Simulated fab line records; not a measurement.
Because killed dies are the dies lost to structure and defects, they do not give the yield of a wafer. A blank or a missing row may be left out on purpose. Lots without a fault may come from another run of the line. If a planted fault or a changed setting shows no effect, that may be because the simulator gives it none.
fab line records    flow nandHarc
record lots=14  wafers=42  lastDay=24
route steps=1159 shown A_CONTACT@871
lots that met no fault: taken from a fault-free run of the same line
startH: hours from the record's opening day to when the first of the lot's shown wafers began    waitH: hours from the lot's prior step to this one    " unchanged from the row above    L1.1+2: a row that stands for several wafers    - no value, or no start given    * or withheld: withheld    < > ~ a bound
route shown NAME@n: names a module that has steps shown in the file, with the first one's number in the route    usual: mean and standard deviation over wafers with no fault    same: alike in all rows    chamber/n: place in a boat    sites: each site's reading    _std_site: their standard deviation    _edge_site: the outer-site mean with the inner-site mean subtracted    radiusMm: how far each site lies from the wafer's centre    mask NAME#n: copy n    behind: tool/chamber where the wafer was last shaped    hold: reason for holding the lot/hours on hold/outcome of the hold    device: the n, p or np transistor that did not switch    end of line: tests of these same wafers at the route's end    step lacking rows: just its recipe    killed: dies that structure and defects cost at the first sort, which is not the same as the wafer's yield    map: shows each die of a wafer: x if killed, . if not, _ if none is there
set.NAME: the setting that was run; set.NAME@STEP: the one run at that earlier step    model.NAME: the simulator's own value behind a step, which no gauge read
one table for each step of the route and one row for each wafer, over a sample of lots
services: the hour from which a tool's chamber was out of use, counted from the record's first day as startH (under 0 if before that day), plus the number of hours and why
## steps
# step NHARC_A_CONTACT_ETCH_120
# recipe sourceW=withheld  pressureMtorr=20  biasV=3000  timeS=94  targetDepthA=9220  arFlowSccm=withheld  c4f8FlowSccm=withheld  o2FlowSccm=withheld  chemistry=C4F8/O2/Ar
# usual oesAirLineAu=1.003/0.021
lot.wafer  tool           chamber  startH  waitH  oesAirLineAu  rfHoursCounterH
L238.1     harCapEtch-02  1        365.03  0.1    0.998         7
L238.2     "              0        "       "      0.990         7
L238.5     "              1        "       "      0.978         -
L241.3     harCapEtch-02  0        376.86  0.1    1.055         -
L241.4     "              1        "       "      1.024         -
L241.6     "              1        "       "      1.021         -
L239.2     harCapEtch-03  1        377.05  0.1    0.974         79
L239.3     "              1        "       "      0.984         -
L239.5     "              0        "       "      0.971         -
L240.2     harCapEtch-01  0        395.10  0.1    1.013         63
L240.4     "              0        "       "      0.980         -
L240.5     "              0        "       "      0.974         -
L243.2     harCapEtch-01  0        406.17  0.1    0.971         64
L243.3     "              1        "       "      0.959         -
L243.6     "              0        "       "      0.994         -
L245.1     harCapEtch-02  1        411.23  0.1    1.014         15
L245.2     "              0        "       "      1.015         15
L245.4     "              0        "       "      1.025         -
L246.1     harCapEtch-03  0        424.24  0.1    1.008         86
L246.3     "              0        "       "      1.014         -
L246.5     "              1        "       "      0.983         -
L247.1     harCapEtch-02  1        424.63  0.1    1.003         18
L247.3     "              0        "       "      1.034         -
L247.5     "              1        "       "      0.971         -
L254.1     harCapEtch-03  0        458.42  0.1    1.027         93
L254.3     "              1        "       "      0.981         -
L254.6     "              1        "       "      1.004         -
L257.1     harCapEtch-03  0        464.33  0.1    1.009         94
L257.2     "              1        "       "      1.007         94
L257.6     "              0        "       "      1.010         -
L256.1     harCapEtch-02  1        477.76  0.1    1.015         28
L256.3     "              1        "       "      1.019         -
L256.4     "              0        "       "      0.991         -
L258.1     harCapEtch-03  1        493.87  0.1    0.998         100
L258.4     "              1        "       "      0.994         -
L258.6     "              1        "       "      0.968         -
L260.2     harCapEtch-02  0        494.98  0.1    1.001         31
L260.4     "              0        "       "      1.016         -
L260.5     "              1        "       "      0.993         -
L259.1     harCapEtch-03  1        508.29  0.1    1.009         103
L259.3     "              0        "       "      1.001         -
L259.6     "              0        "       "      1.001         -
# step NHARC_A_CONTACT_PEB_67
# recipe pebTempC=100  pebTimeS=65
# usual chillPlateTempC=23.01/0.13  exhaustPa=45.0/0.9
lot.wafer  tool           chamber  startH  waitH  chillPlateTempC  exhaustPa
L238.1     lithoTrack-06  0        369.84  0.1    22.84            44.4
L238.2     "              0        "       "      22.90            43.9
L238.5     "              0        "       "      23.02            44.5
L241.3     lithoTrack-01  0        381.89  0.0    23.09            47.1
L241.4     "              0        "       "      23.16            44.5
L241.6     "              0        "       "      23.12            45.0
L239.2     lithoTrack-06  0        382.46  0.1    23.06            45.4
L239.3     "              0        "       "      23.17            43.9
L239.5     "              0        "       "      22.96            44.7
L240.2     lithoTrack-04  0        399.67  0.1    22.79            44.9
L240.4     "              0        "       "      22.87            45.5
L240.5     "              0        "       "      23.04            46.9
L243.2     lithoTrack-04  0        412.36  0.1    22.79            45.3
L243.3     "              0        "       "      22.89            46.3
L243.6     "              0        "       "      22.95            47.0
L245.1     lithoTrack-06  -        418.88  0.1    -                -
L245.2     "              -        "       "      -                -
L245.4     "              -        "       "      -                -
L246.1     lithoTrack-06  -        428.91  0.1    -                -
L246.3     "              -        "       "      -                -
L246.5     "              -        "       "      -                -
L247.1     lithoTrack-01  0        429.10  0.1    22.97            43.9
L247.3     "              0        "       "      23.07            43.4
L247.5     "              0        "       "      23.04            44.4
L254.1     lithoTrack-06  0        466.24  0.1    22.98            43.6
L254.3     "              0        "       "      22.86            44.3
L254.6     "              0        "       "      23.00            44.8
L257.1     lithoTrack-01  0        469.86  0.1    23.05            45.0
L257.2     "              0        "       "      22.98            44.1
L257.6     "              0        "       "      22.97            45.4
L256.1     lithoTrack-04  0        482.58  0.1    22.90            43.3
L256.3     "              0        "       "      22.75            44.1
L256.4     "              0        "       "      22.86            45.6
L258.1     lithoTrack-01  0        498.54  0.1    22.92            45.9
L258.4     "              0        "       "      22.99            46.8
L258.6     "              0        "       "      22.76            46.0
L260.2     lithoTrack-06  0        500.29  0.1    23.07            44.2
L260.4     "              0        "       "      23.01            45.4
L260.5     "              0        "       "      23.05            44.6
L259.1     lithoTrack-04  0        513.52  0.1    23.07            44.7
L259.3     "              0        "       "      23.02            46.0
L259.6     "              0        "       "      23.20            44.1
# step NHARC_A_CONTACT_ETCH_75
# recipe targetDepthA=390  overEtchFrac=0.3  timeS=65  ionEnergyEv=80  cf4FlowSccm=150  arFlowSccm=0  rfW=300  biasW=100  chemistry=CF4
# usual cf4FlowSccm=149.9/0.45  drypumpMotorCurrentA=6.0/0.39  oesProductAu=1.004/0.013  rfVppV=151.0/1.4  showerheadPlenumPTorr=1.76/0.087  throttleValvePct=13.283/0.0096
lot.wafer  tool        chamber  startH  waitH  cf4FlowSccm  drypumpMotorCurrentA  oesProductAu  rfHoursCounterH  rfVppV  showerheadPlenumPTorr  throttleValvePct
L238.1     rieDiel-03  0        370.21  0.1    149.4        5.9                   1.016         27               149.6   1.75                   13.271
L238.2     "           2        "       "      149.4        5.5                   1.020         29               151.7   1.85                   13.294
L238.5     "           0        "       "      148.9        5.9                   1.010         -                149.0   1.75                   13.278
L241.4     rieDiel-03  0        382.24  0.1    150.4        5.9                   1.011         30               151.0   1.75                   13.287
L241.3     "           3        "       "      150.1        6.7                   0.975         33               149.6   1.72                   13.270
L241.6     "           1        "       "      149.9        6.0                   1.006         -                148.8   1.66                   13.286
L239.3     rieDiel-03  0        383.15  0.4    149.6        5.9                   1.008         31               151.8   1.75                   13.280
L239.2     "           1        "       "      150.2        6.0                   1.004         32               149.2   1.66                   13.276
L239.5     "           0        "       "      149.8        5.9                   1.002         -                151.8   1.75                   13.287
L240.4     rieDiel-12  3        401.38  0.3    149.7        5.5                   1.004         6                152.6   1.81                   13.276
L240.2     "           1        "       "      150.2        5.9                   0.993         7                151.3   1.89                   13.291
L240.5     "           3        "       "      150.5        5.5                   1.008         -                151.7   1.81                   13.285
L243.2     rieDiel-03  0        412.76  0.1    149.8        5.9                   1.001         2                151.2   1.75                   13.283
L243.3     "           3        "       "      150.3        6.6                   0.993         2                150.6   1.72                   13.281
L243.6     "           1        "       "      149.3        6.0                   0.998         -                148.9   1.66                   13.293
L245.4     rieDiel-11  3        419.25  0.1    149.4        6.6                   1.004         13               151.1   1.66                   13.265
L245.1     "           0        "       "      150.0        5.8                   0.976         14               150.1   1.68                   13.283
L245.2     "           1        "       "      150.2        5.7                   1.023         12               151.1   1.87                   13.281
L246.3     rieDiel-11  3        429.26  0.1    150.2        6.6                   1.014         17               148.7   1.65                   13.295
L246.1     "           0        "       "      150.0        5.8                   0.978         17               149.5   1.68                   13.275
L246.5     "           3        "       "      150.3        6.6                   1.007         -                151.2   1.65                   13.257
L247.1     rieDiel-03  0        429.45  0.1    150.3        5.9                   1.001         6                150.0   1.75                   13.281
L247.3     "           2        "       "      150.0        5.6                   0.990         5                152.2   1.85                   13.269
L247.5     "           3        "       "      150.7        6.6                   0.998         -                150.4   1.71                   13.278
L254.1     rieDiel-03  3        466.63  0.1    149.6        6.7                   0.991         10               148.8   1.71                   13.280
L254.3     "           1        "       "      149.9        6.0                   0.987         12               149.6   1.65                   13.294
L254.6     "           0        "       "      149.8        5.9                   0.995         -                150.8   1.75                   13.281
L257.1     rieDiel-11  1        470.21  0.1    150.0        5.7                   1.045         33               151.2   1.87                   13.275
L257.2     "           2        "       "      148.9        6.1                   1.015         32               152.3   1.88                   13.281
L257.6     "           0        "       "      150.0        5.8                   0.983         -                151.9   1.67                   13.288
L256.1     rieDiel-12  2        482.93  0.1    149.4        5.3                   1.011         34               150.9   1.66                   13.286
L256.3     "           3        "       "      149.3        5.6                   1.020         33               151.8   1.81                   13.279
L256.4     "           0        "       "      149.3        6.0                   1.007         32               150.8   1.82                   13.293
L258.1     rieDiel-12  2        498.92  0.1    150.6        5.4                   1.002         38               148.2   1.66                   13.285
L258.4     "           0        "       "      150.3        6.1                   1.015         36               151.4   1.82                   13.272
L258.6     "           3        "       "      149.9        5.5                   1.008         -                151.9   1.80                   13.277
L260.2     rieDiel-12  1        500.64  0.1    149.7        5.9                   0.996         36               152.4   1.88                   13.291
L260.4     "           2        "       "      149.9        5.3                   1.007         39               150.2   1.66                   13.277
L260.5     "           1        "       "      150.7        5.9                   0.981         -                152.2   1.88                   13.279
L259.3     rieDiel-03  2        513.89  0.1    150.3        5.5                   1.005         20               151.1   1.85                   13.279
L259.1     "           3        "       "      150.5        6.7                   0.996         18               150.3   1.71                   13.300
L259.6     "           1        "       "      149.1        6.0                   0.996         -                150.0   1.65                   13.295
# step NHARC_A_CONTACT_ETCH_77
# recipe targetDepthA=726  timeS=36.3  cf4FlowSccm=100  chf3FlowSccm=30  arFlowSccm=0  rfW=500  biasW=200  chemistry=CF4/CHF3
# usual cf4FlowSccm=100.01/0.3  drypumpMotorCurrentA=5.9/0.39  oesProductAu=0.935/0.019  rfVppV=370.8/2.7  showerheadPlenumPTorr=1.58/0.077  throttleValvePct=16.802/0.0092
lot.wafer  tool        chamber  startH  waitH  cf4FlowSccm  drypumpMotorCurrentA  oesProductAu  rfHoursCounterH  rfVppV  showerheadPlenumPTorr  throttleValvePct
L238.2     rieDiel-03  2        -       -      100.16       5.6                   0.968         30               371.2   1.65                   16.806
L238.1     "           3        "       "      99.99        6.7                   0.947         30               368.5   1.53                   16.799
L238.5     "           2        "       "      100.42       5.5                   0.970         -                373.0   1.65                   16.797
L241.3     rieDiel-03  1        -       -      100.22       6.0                   0.923         31               366.1   1.47                   16.790
L241.4     "           3        "       "      99.41        6.7                   0.914         33               368.8   1.53                   16.801
L241.6     "           1        "       "      99.73        6.0                   0.934         -                369.2   1.47                   16.801
L239.3     rieDiel-03  3        -       -      99.88        6.7                   0.916         34               370.9   1.53                   16.806
L239.2     "           0        "       "      99.94        5.9                   0.951         31               369.8   1.56                   16.797
L239.5     "           0        "       "      99.89        5.9                   0.959         -                371.0   1.56                   16.801
L240.4     rieDiel-12  3        -       -      100.26       5.5                   0.922         7                371.0   1.61                   16.802
L240.2     "           0        "       "      100.44       6.1                   0.916         8                372.9   1.62                   16.796
L240.5     "           0        "       "      100.28       6.1                   0.920         -                372.4   1.62                   16.801
L243.2     rieDiel-03  3        -       -      99.41        6.7                   0.918         2                367.9   1.53                   16.812
L243.3     "           1        "       "      100.36       6.0                   0.919         3                368.0   1.47                   16.817
L243.6     "           2        "       "      100.36       5.6                   0.918         -                372.7   1.65                   16.797
L245.4     rieDiel-11  0        -       -      99.63        5.7                   0.901         14               368.4   1.49                   16.800
L245.2     "           2        "       "      99.86        6.1                   0.929         14               374.1   1.68                   16.802
L245.1     "           3        "       "      99.67        6.6                   0.934         13               367.7   1.47                   16.808
L246.1     rieDiel-11  2        -       -      99.77        6.1                   0.991         17               372.9   1.68                   16.825
L246.3     "           0        "       "      100.09       5.7                   0.939         17               367.9   1.49                   16.804
L246.5     "           2        "       "      99.90        6.1                   0.982         -                374.2   1.68                   16.798
L247.1     rieDiel-03  2        -       -      100.07       5.6                   0.919         5                372.9   1.65                   16.799
L247.3     "           3        "       "      100.49       6.6                   0.920         5                370.4   1.53                   16.792
L247.5     "           3        "       "      100.19       6.7                   0.923         -                368.9   1.53                   16.809
L254.3     rieDiel-03  0        -       -      99.97        5.9                   0.938         13               369.0   1.56                   16.800
L254.1     "           1        "       "      100.13       6.0                   0.924         12               367.5   1.47                   16.814
L254.6     "           1        "       "      99.94        6.0                   0.930         -                366.5   1.47                   16.800
L257.1     rieDiel-11  1        -       -      100.15       5.7                   0.951         33               372.5   1.66                   16.793
L257.2     "           2        "       "      99.88        6.1                   0.941         32               374.7   1.67                   16.817
L257.6     "           2        "       "      100.11       6.1                   0.931         -                375.3   1.67                   16.790
L256.3     rieDiel-12  2        -       -      100.06       5.4                   0.930         35               366.7   1.48                   16.797
L256.1     "           0        "       "      100.33       6.1                   0.927         32               371.9   1.62                   16.808
L256.4     "           1        "       "      100.05       5.9                   0.928         31               373.7   1.68                   16.815
L258.4     rieDiel-12  3        -       -      99.67        5.6                   0.972         37               371.8   1.61                   16.793
L258.1     "           0        "       "      100.02       6.1                   0.975         36               372.7   1.62                   16.796
L258.6     "           3        "       "      99.57        5.6                   0.970         -                371.3   1.61                   16.790
L260.4     rieDiel-12  3        -       -      99.89        5.5                   0.943         38               372.9   1.61                   16.809
L260.2     "           2        "       "      100.12       5.3                   0.929         39               368.1   1.48                   16.818
L260.5     "           3        "       "      99.77        5.5                   0.940         -                372.0   1.61                   16.795
L259.3     rieDiel-03  3        -       -      99.47        6.7                   0.928         18               369.7   1.52                   16.790
L259.1     "           0        "       "      99.74        5.9                   0.933         21               369.3   1.55                   16.790
L259.6     "           2        "       "      100.39       5.6                   0.918         -                374.4   1.64                   16.805
## services
tool           chamber  startH  hours  kind
rieDiel-03     0        346.84  -      clean
rieDiel-03     1        346.84  -      clean
rieDiel-03     2        346.84  -      clean
rieDiel-03     3        346.84  -      clean
rieDiel-11     -        366.55  9.0    pm
rieDiel-03     0        371.53  -      clean
rieDiel-03     1        371.53  -      clean
rieDiel-03     2        371.53  -      clean
rieDiel-03     3        371.53  -      clean
rieDiel-12     -        379.53  9.0    pm
rieDiel-11     1        383.84  2.7    repair
rieDiel-03     -        392.30  9.0    pm
rieDiel-03     0        392.30  9.0    ventCycle
rieDiel-03     1        392.30  9.0    ventCycle
rieDiel-03     2        392.30  9.0    ventCycle
rieDiel-12     0        411.76  5.7    repair
lithoTrack-01  -        443.00  7.0    pm
harCapEtch-01  -        460.12  0.6    repair
rieDiel-11     2        465.19  1.2    repair
lithoTrack-06  -        467.00  7.0    pm
rieDiel-03     3        487.54  6.7    repair
lithoTrack-04  -        491.00  7.0    pm
rieDiel-11     2        507.23  4.9    repair
rieDiel-12     3        510.43  4.7    repair
## key
firstSign step=NHARC_A_CONTACT_PEB_67  reading=toolRecord  direction=missing
effect none on later readings
metAt NHARC_A_CONTACT_PEB_67
struckLots L245,L246
laterRowsLeftOut L245.1,L245.2,L245.4,L246.1,L246.3,L246.5
sortLeftOut L245.1,L245.2,L245.4,L246.1,L246.3,L246.5
testerLeftOut L245,L246
notActingAt NHARC_A_CONTACT_ETCH_120,NHARC_A_CONTACT_ETCH_75,NHARC_A_CONTACT_ETCH_77
onsetBetween 382.46 418.88
fault kind=skippedStepWhole  tool=lithoTrack-06  chamber=-  onsetH=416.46  steps=NHARC_A_CONTACT_PEB_67  scope=struckLotsOnly
# testerLeftOut: of these lots the tester's yield and bins aren't shown, on N5 and GAA mostly nor the transistor test; their killed dies are dies lost to structure and defects alone, not to doping, threshold or leakage, so they don't give the yield
# sortLeftOut: the simulated sort isn't trusted on such a fault, so these wafers' sort isn't shown, and their yield isn't known
# laterRowsLeftOut: the simulator's readings of these wafers behind a module that went badly wrong aren't trusted and aren't shown, but for the sort
